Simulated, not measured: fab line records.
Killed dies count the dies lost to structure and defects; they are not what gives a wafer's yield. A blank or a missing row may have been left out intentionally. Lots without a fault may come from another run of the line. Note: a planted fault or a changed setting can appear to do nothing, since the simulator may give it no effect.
Lot-split experiment || flow n5-finfet || 21 wafers read from 7 lots, route of 1938 steps

== THE SPLIT ==
At N5_BEOL_M0_TRENCH_ETCH_107 (etches SiOC in C4F6/O2, target depth 32.8 nm, time 16.4 s), the setting target-depth-a was moved away from the recipe's 328 angstrom on 8 of the 21 wafers read, by -8.2% to +11.2%. All remaining wafers had this setting at the recipe value.

== SPLIT TO READING: what lies between them in the file, 1 step ==
- N5_BEOL_M0_STRIP_142: strips in N2/H2, time 10 s

== THE READING ==
trench-depth-nm, in nm, at N5_BEOL_M0_OCD_MEAS_108. On this fab line, fault-free wafers typically give 32.8 nm with a standard deviation of 0.53 nm.

{"wafer": "L075.3", "tool, chamber at the split": "rie-diel-01, 2", "target-depth-a as run, angstrom": 328, "against the recipe": "recipe", "trench-depth-nm, nm": 32.7, "against lot-mates on the recipe": "-"}
{"wafer": "L075.4", "tool, chamber at the split": "rie-diel-01, 0", "target-depth-a as run, angstrom": 308.9, "against the recipe": "-5.8%", "trench-depth-nm, nm": 31.2, "against lot-mates on the recipe": -1.6}
{"wafer": "L075.5", "tool, chamber at the split": "rie-diel-01, 2", "target-depth-a as run, angstrom": 328, "against the recipe": "recipe", "trench-depth-nm, nm": 32.9, "against lot-mates on the recipe": "-"}
{"wafer": "L076.2", "tool, chamber at the split": "rie-diel-04, 3", "target-depth-a as run, angstrom": 328, "against the recipe": "recipe", "trench-depth-nm, nm": 32.9, "against lot-mates on the recipe": "-"}
{"wafer": "L076.3", "tool, chamber at the split": "rie-diel-04, 2", "target-depth-a as run, angstrom": 328, "against the recipe": "recipe", "trench-depth-nm, nm": 33.4, "against lot-mates on the recipe": "-"}
{"wafer": "L076.6", "tool, chamber at the split": "rie-diel-04, 0", "target-depth-a as run, angstrom": 328, "against the recipe": "recipe", "trench-depth-nm, nm": 33.4, "against lot-mates on the recipe": "-"}
{"wafer": "L085.2", "tool, chamber at the split": "rie-diel-04, 3", "target-depth-a as run, angstrom": 328, "against the recipe": "recipe", "trench-depth-nm, nm": 32.0, "against lot-mates on the recipe": "-"}
{"wafer": "L085.3", "tool, chamber at the split": "rie-diel-04, 2", "target-depth-a as run, angstrom": 328, "against the recipe": "recipe", "trench-depth-nm, nm": 33.3, "against lot-mates on the recipe": "-"}
{"wafer": "L085.5", "tool, chamber at the split": "rie-diel-04, 1", "target-depth-a as run, angstrom": 364.8, "against the recipe": "+11.2%", "trench-depth-nm, nm": 35.9, "against lot-mates on the recipe": "+3.2"}
{"wafer": "L086.3", "tool, chamber at the split": "rie-diel-01, 3", "target-depth-a as run, angstrom": 328, "against the recipe": "recipe", "trench-depth-nm, nm": 32.7, "against lot-mates on the recipe": "-"}
{"wafer": "L086.4", "tool, chamber at the split": "rie-diel-01, 1", "target-depth-a as run, angstrom": 303.5, "against the recipe": "-7.5%", "trench-depth-nm, nm": 31.3, "against lot-mates on the recipe": -1.4}
{"wafer": "L086.6", "tool, chamber at the split": "rie-diel-01, 0", "target-depth-a as run, angstrom": 303.5, "against the recipe": "-7.5%", "trench-depth-nm, nm": 30.8, "against lot-mates on the recipe": -1.9}
{"wafer": "L087.1", "tool, chamber at the split": "rie-diel-02, 1", "target-depth-a as run, angstrom": 328, "against the recipe": "recipe", "trench-depth-nm, nm": 32.9, "against lot-mates on the recipe": "-"}
{"wafer": "L087.2", "tool, chamber at the split": "rie-diel-02, 3", "target-depth-a as run, angstrom": 363.5, "against the recipe": "+10.8%", "trench-depth-nm, nm": 36.3, "against lot-mates on the recipe": "+3.4"}
{"wafer": "L087.4", "tool, chamber at the split": "rie-diel-02, 2", "target-depth-a as run, angstrom": 363.5, "against the recipe": "+10.8%", "trench-depth-nm, nm": 36.7, "against lot-mates on the recipe": "+3.8"}
{"wafer": "L090.2", "tool, chamber at the split": "rie-diel-02, 3", "target-depth-a as run, angstrom": 328, "against the recipe": "recipe", "trench-depth-nm, nm": 32.8, "against lot-mates on the recipe": "-"}
{"wafer": "L090.4", "tool, chamber at the split": "rie-diel-02, 0", "target-depth-a as run, angstrom": 328, "against the recipe": "recipe", "trench-depth-nm, nm": 31.7, "against lot-mates on the recipe": "-"}
{"wafer": "L090.5", "tool, chamber at the split": "rie-diel-02, 3", "target-depth-a as run, angstrom": 301, "against the recipe": "-8.2%", "trench-depth-nm, nm": 29.9, "against lot-mates on the recipe": -2.4}
{"wafer": "L096.1", "tool, chamber at the split": "rie-diel-04, 0", "target-depth-a as run, angstrom": 316.3, "against the recipe": "-3.6%", "trench-depth-nm, nm": 32.2, "against lot-mates on the recipe": -0.6}
{"wafer": "L096.2", "tool, chamber at the split": "rie-diel-04, 1", "target-depth-a as run, angstrom": 328, "against the recipe": "recipe", "trench-depth-nm, nm": 32.7, "against lot-mates on the recipe": "-"}
{"wafer": "L096.3", "tool, chamber at the split": "rie-diel-04, 3", "target-depth-a as run, angstrom": 328, "against the recipe": "recipe", "trench-depth-nm, nm": 33.0, "against lot-mates on the recipe": "-"}

THE FIT
A straight line over all 21 wafers: trench-depth-nm changes by +0.301 nm for each +1% of target-depth-a; r = +0.96; the points scatter about the line by 0.48 nm.
The same after taking each lot's own level away (the mean of its wafers on the recipe; 21 wafers): +0.29 nm for each +1%; r = +0.97; scatter 0.38 nm.
That fit puts the effect of the largest move of target-depth-a on the reading at 3.3 nm.
The span of the lots' own levels, 32.25 to 33.23 nm, comes to 1.9 times the standard deviation stated above.
The two slopes are in agreement: the lot-to-lot level therefore moves the slope only a little.
Check: for one of the wafers moved furthest among these (+11.2%), held out of the fit, the line's prediction against its lot-mates is +3.41 nm. Against them it came out at +3.25 nm.

== FURTHER SPLITS ON THESE WAFERS ==
Note: prior to the reading, these wafers also went through further splits. Each is held against what the fit with the lots' levels taken away leaves over:
{"other split on the same wafers": "N5_MOL_CONTACT_COAG_COAT_76 spin-rpm", "wafers away from the commonest value": 4, "r with trench-depth-nm (lot level and that fit taken away)": "+0.09"}
{"other split on the same wafers": "N5_BEOL_M0_SAQP_SPACER2_ALD_26 target-thk-a", "wafers away from the commonest value": 12, "r with trench-depth-nm (lot level and that fit taken away)": "+0.00"}
{"other split on the same wafers": "N5_BEOL_M0_CUTY_DESCUM_61 time-s", "wafers away from the commonest value": 6, "r with trench-depth-nm (lot level and that fit taken away)": "+0.00"}

== THE WHOLE CHAIN: every reading that the file lists as answering this split, in the file's order ==
{"step": "N5_BEOL_M0_TRENCH_ETCH_107", "what it does": "etches SiOC in C4F6/O2, target depth 32.8 nm, time 16.4 s", "reading": "BEOL_M0.feature-depth-nm (the simulator's own value, which no gauge read)", "change (the file's fit)": "+0.306 nm for each +1% of the setting", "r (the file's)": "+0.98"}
{"step": "N5_BEOL_M0_OCD_MEAS_108", "what it does": "", "reading": "trench-depth-nm", "change (the file's fit)": "+0.288 nm for each +1% of the setting", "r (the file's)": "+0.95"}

== THE FILE'S OWN FIT ==
trench-depth-nm changes by +0.288 nm for each +1% of target-depth-a, r = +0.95.
